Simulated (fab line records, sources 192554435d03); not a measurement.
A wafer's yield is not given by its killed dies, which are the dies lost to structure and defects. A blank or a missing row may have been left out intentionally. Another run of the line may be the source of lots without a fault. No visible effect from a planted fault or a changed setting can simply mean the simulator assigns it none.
Chamber matching	flow n5_finfet	cvd_co-01 running N5_BEOL_M3_CO_CAP_55: 3 sister chambers
The step material Co, precursor CCTBA/H2, target thk 2 nm, time 102.1 s. 6 wafers are shown with their chamber, then 11 later ones without.

## WAFERS, EACH WITH ITS CHAMBER
wafer	chamber	heater_power_w (W)
L085.6	0	220
L089.2	0	219
L094.1	1	210
L094.2	2	219
L094.5	2	218
L092.1	1	210

## WAFERS WITH NO CHAMBER GIVEN
wafer	heater_power_w (W)
L092.2	223
L092.3	219
L092.4	219
L092.5	211
L092.6	216
L095.2	219
L095.4	224
L095.5	220
L097.1	225
L097.2	214
L097.3	224

## EACH ONE'S CHAMBER
wafer	from the rows above	in truth
L092.2	can't be placed: 0 or 2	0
L092.3	can't be placed: 0 or 2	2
L092.4	can't be placed: 0 or 2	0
L092.5	1	1
L092.6	can't be placed: 2 or 0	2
L095.2	can't be placed: 0 or 2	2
L095.4	can't be placed: 0 or 2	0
L095.5	can't be placed: 0 or 2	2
L097.1	can't be placed: 0 or 2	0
L097.2	can't be placed: 1 or 2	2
L097.3	can't be placed: 0 or 2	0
Correctly placed: 1 of 11. Not placeable from these rows: 10 (in 10, the candidates include the true chamber). Number placed wrongly: 0.
How it was worked out, from the rows above alone: a wafer's distance from a chamber is the root of the sum, over the readings, of the square of ((its reading less the chamber's mean) divided by the reading's scatter). The wafer belongs to the nearest chamber; if the next one is less than 2 further off, it can't be placed. For every chamber, the mean is computed from those of its wafers that are shown. The scatter: take each reading less its chamber's mean, square it, sum over the shown wafers, divide by the number of wafers less the number of chambers, and take the root.
